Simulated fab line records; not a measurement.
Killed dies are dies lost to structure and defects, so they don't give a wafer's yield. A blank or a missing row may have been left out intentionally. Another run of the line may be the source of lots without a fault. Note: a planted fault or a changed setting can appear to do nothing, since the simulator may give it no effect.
Lot-split experiment | flow n5 finfet | 21 wafers read across 7 lots, on a route 1938 steps long

## THE SPLIT ITSELF
At N5_BEOL_M0_SAQP_PECVD_96 (deposits a-Si from SiH4/He, target thk 45 nm, time 45.2 s), the setting time s was moved away from the recipe's 45.2 s on 8 of the 21 wafers read, by -13.3% to +14.4%. All remaining wafers had this setting at the recipe value.

The split's own step is where the reading is taken.

## THE READING
a-Si_of_BEOL_M0_SAQP_PECVD_96.thk nm (the simulator's own value, which no gauge read), in nm, at N5_BEOL_M0_SAQP_PECVD_96 (deposits a-Si from SiH4/He, target thk 45 nm, time 45.2 s). There is no usual value for it anywhere in the file. Here, 13 wafers ran the recipe; their average is 45.1 nm with a standard deviation of 0.47 nm.

wafer  | tool, chamber at the split | time s as run, s | against the recipe | a-Si_of_BEOL_M0_SAQP_PECVD_96.thk nm, nm | against lot-mates on the recipe
L076.1 | pecvd-01, 0                | 45.2             | recipe             | 44.6                                     | -
L076.4 | pecvd-01, 1                | 45.2             | recipe             | 45.2                                     | -
L076.6 | pecvd-01, 2                | 45.2             | recipe             | 45.6                                     | -
L077.4 | pecvd-04, 2                | 45.2             | recipe             | 45.2                                     | -
L077.5 | pecvd-04, 0                | 45.2             | recipe             | 45.8                                     | -
L077.6 | pecvd-04, 1                | 51.69            | +14.4%             | 51.4                                     | +5.9
L078.1 | pecvd-01, 1                | 45.2             | recipe             | 45.6                                     | -
L078.3 | pecvd-01, 2                | 45.2             | recipe             | 45.2                                     | -
L078.5 | pecvd-01, 1                | 50.43            | +11.6%             | 51.6                                     | +6.2
L083.2 | pecvd-02, 0                | 45.2             | recipe             | 44.4                                     | -
L083.4 | pecvd-02, 0,2              | 45.2             | recipe             | 44.6                                     | -
L083.6 | pecvd-02, 0,2              | 45.2             | recipe             | 44.6                                     | -
L089.2 | pecvd-01, 1                | 45.2             | recipe             | 45.6                                     | -
L089.4 | pecvd-01, 2                | 43.43            | -3.9%              | 43.6                                     | -2.0
L089.6 | pecvd-01, 1                | 43.43            | -3.9%              | 43.8                                     | -1.8
L090.1 | pecvd-02, 2                | 45.2             | recipe             | 44.6                                     | -
L090.3 | pecvd-02, 0                | 39.17            | -13.3%             | 38.4                                     | -6.2
L090.5 | pecvd-02, 1                | 39.17            | -13.3%             | 39                                       | -5.6
L096.2 | pecvd-01, 1                | 45.2             | recipe             | 44.8                                     | -
L096.5 | pecvd-01, 0                | 50.54            | +11.8%             | 50.8                                     | +6.0
L096.6 | pecvd-01, 2                | 50.54            | +11.8%             | 51                                       | +6.2
Rows listing several chambers each stand for several wafers; the file does not say which wafer went through which chamber.

FIT RESULTS
A straight line over all 21 wafers: a-Si_of_BEOL_M0_SAQP_PECVD_96.thk nm changes by +0.481 nm for each +1% of time s; r = +0.99; the points scatter about the line by 0.5 nm.
The same after taking each lot's own level away (the mean of its wafers on the recipe; 21 wafers): +0.469 nm for each +1%; r = +0.99; scatter 0.4 nm.
According to that fit, moving time s by its largest amount changes the reading by 6.7 nm.
The lots' own levels span 44.53 to 45.60 nm, that is 2.3 times the standard deviation above.
Consequently the slope shifts little with the lot-to-lot level, the two slopes agreeing.
Check: with one of the wafers moved furthest among these (+14.4%) left out of the fit, the line predicts +7.09 nm for it against its lot-mates. It came out at +5.9 nm against them.

## ADDITIONAL SPLITS CARRIED BY THESE WAFERS
Before the reading, these wafers also passed through other splits. Each is held against what the fit with the lots' levels taken away leaves over:
other split on the same wafers       | wafers away from the commonest value | r with a-Si_of_BEOL_M0_SAQP_PECVD_96.thk nm (lot level and that fit taken away)
N5_SD_EPI_N_EXPOSE_06 dose mj        | 5                                    | -0.20
N5_SD_EPI_N_PEB_07 peb time s        | 8                                    | -0.03
N5_SD_EPI_P_EPI_21 epi growth time s | 7                                    | -0.26
N5_SD_ACTIVATION_LSA_01 temp c       | 3                                    | -0.24
N5_HKMG_FIN_COAT_43 spin rpm         | 8                                    | +0.05
N5_GATE_CUT_COAT_35 spin rpm         | 8                                    | +0.03
N5_GATE_CUT_COAT_07 spin rpm         | 5                                    | +0.31

## FILE'S OWN FIT
a-Si_of_BEOL_M0_SAQP_PECVD_96.thk nm changes by +0.468 nm for each +1% of time s, r = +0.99.
